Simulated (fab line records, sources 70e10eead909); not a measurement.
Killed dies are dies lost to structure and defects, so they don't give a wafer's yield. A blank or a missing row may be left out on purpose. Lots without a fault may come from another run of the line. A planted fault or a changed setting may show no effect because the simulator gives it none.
Which tool did it? | flow nand_harc | 14 lots, 42 wafers sampled, at 3 steps of a route of 1302

WHAT THE GAUGES READ, wafer by wafer
NHARC_A_BONDPAD_THK_MEAS_30: measures by ellipsometry.
lot  | measured     | on            | thk_nm (nm)
L865 | day 23 09:26 | film_metro-02 | 197.3 199.8 198.9
L863 | day 23 10:44 | film_metro-01 | 200.8 201.2 202.3
L867 | day 24 09:29 | film_metro-01 | 198.5 200.4 202.0
L869 | day 25 15:38 | film_metro-01 | 199.4 198.4 199.5
L870 | day 26 09:37 | film_metro-01 | 200.3 200.3 198.4
L872 | day 27 03:25 | film_metro-02 | 202.1 196.6 200.8
L877 | day 28 22:58 | film_metro-02 | 197.9 200.2 200.3
L878 | day 29 03:38 | film_metro-02 | 199.7 198.6 198.7
L880 | day 30 09:27 | film_metro-01 | 198.0 200.8 201.2
L881 | day 30 14:01 | film_metro-02 | 200.9 198.4 199.3
L883 | day 31 05:02 | film_metro-02 | 201.0 201.5 202.6
L885 | day 31 17:46 | film_metro-02 | 199.9 201.0 200.9
L884 | day 31 20:00 | film_metro-01 | 198.8 202.8 201.0
L886 | day 32 15:02 | film_metro-02 | 202.6 201.7 201.9

NHARC_HYBRID_BOND_OVL_MEAS_05.
lot  | measured     | on         | overlay_x_nm (nm) | overlay_y_nm (nm)
L865 | day 23 21:56 | overlay-01 | -5 8 67           | -11 29 17
L863 | day 23 21:56 | overlay-02 | -51 34 42         | -22 20 -43
L867 | day 24 22:13 | overlay-02 | 9 -10 34          | 5 12 -7
L869 | day 26 04:46 | overlay-02 | -38 -16 -70       | 4 -53 33
L870 | day 26 23:50 | overlay-01 | 14 11 -4          | -48 8 -23
L872 | day 27 16:16 | overlay-01 | 24 31 29          | 51 -20 20
L877 | day 29 11:40 | overlay-01 | -16 34 46         | 22 -2 10
L878 | day 29 20:22 | overlay-02 | -3 -12 -7         | -33 14 -31
L880 | day 31 01:38 | overlay-01 | -88 0 -55         | -9 49 -43
L881 | day 31 01:38 | overlay-02 | 0 3 22            | 43 10 -5
L883 | day 31 21:29 | overlay-01 | 31 26 18          | -27 80 19
L885 | day 32 11:34 | overlay-02 | 8 -74 29          | -44 29 36
L884 | day 32 11:35 | overlay-02 | 7 12 -8           | -23 -6 -21
L886 | day 33 03:48 | overlay-02 | -18 1 14          | 57 18 -30

WHICH TOOL RAN EACH LOT (tool, then ch and the chambers of the sampled wafers, then the start)
lot  | NHARC_A_BONDPAD_ANNEAL_28
L865 | rtp_anneal-02 ch 0, day 23 11:53
L863 | rtp_anneal-01 ch 0, day 23 13:11
L867 | rtp_anneal-01 ch 0, day 24 11:52
L869 | rtp_anneal-02 ch 0, day 25 18:06
L870 | rtp_anneal-01 ch 0, day 26 13:35
L872 | rtp_anneal-02 ch 0, day 27 05:57
L877 | rtp_anneal-01 ch 0, day 29 01:27
L878 | rtp_anneal-02 ch 0, day 29 06:11
L880 | rtp_anneal-02 ch 0, day 30 12:05
L881 | rtp_anneal-02 ch 0, day 30 16:28
L883 | rtp_anneal-02 ch 0, day 31 07:29
L885 | rtp_anneal-01 ch 0, day 31 20:09
L884 | rtp_anneal-01 ch 0, day 31 22:31
L886 | rtp_anneal-02 ch 0, day 32 17:27
- NHARC_A_BONDPAD_ANNEAL_28: time 90 s.

WHAT THE TOOLS THEMSELVES READ (means of the sampled wafers that have a number; where no wafer has one, the mark that the record gives instead)
NHARC_A_BONDPAD_ANNEAL_28.
lot  | tool          | wafer_temp_C_max
L865 | rtp_anneal-02 | 226.0
L863 | rtp_anneal-01 | 226.2
L867 | rtp_anneal-01 | 226.4
L869 | rtp_anneal-02 | 226.3
L870 | rtp_anneal-01 | 226.5
L872 | rtp_anneal-02 | 225.9
L877 | rtp_anneal-01 | 226.5
L878 | rtp_anneal-02 | 226.1
L880 | rtp_anneal-02 | 226.0
L881 | rtp_anneal-02 | 226.6
L883 | rtp_anneal-02 | 226.0
L885 | rtp_anneal-01 | 227.0
L884 | rtp_anneal-01 | 226.8
L886 | rtp_anneal-02 | 226.4

THE ANSWER, worked out from the rows above alone
Rule: what is usual is taken from the lots themselves. Put in order of their means at a reading, lots are off if they are a third of the lots or fewer, leave a main group of 4 or more, and stand apart from it by a gap of 3 or more times the standard deviation of the main group's means; of several such gaps the widest counts. A main group whose means are all the same, to the digits that the tables above print for the reading, isn't used. A lot without any number at a reading at which 4 lots or more have one is off too. The other lots that the step has rows for count as sound. The gauges are gone through in route order, then the tools' own readings, and for those a lot's mean is taken as printed above. The first step at which some lot is off is used, and at that step the reading that is off furthest; a lot without a number counts as furthest.
No lot is off at any reading shown: from this, nothing can be told.

WHAT THE SIMULATOR HAD PUT IN
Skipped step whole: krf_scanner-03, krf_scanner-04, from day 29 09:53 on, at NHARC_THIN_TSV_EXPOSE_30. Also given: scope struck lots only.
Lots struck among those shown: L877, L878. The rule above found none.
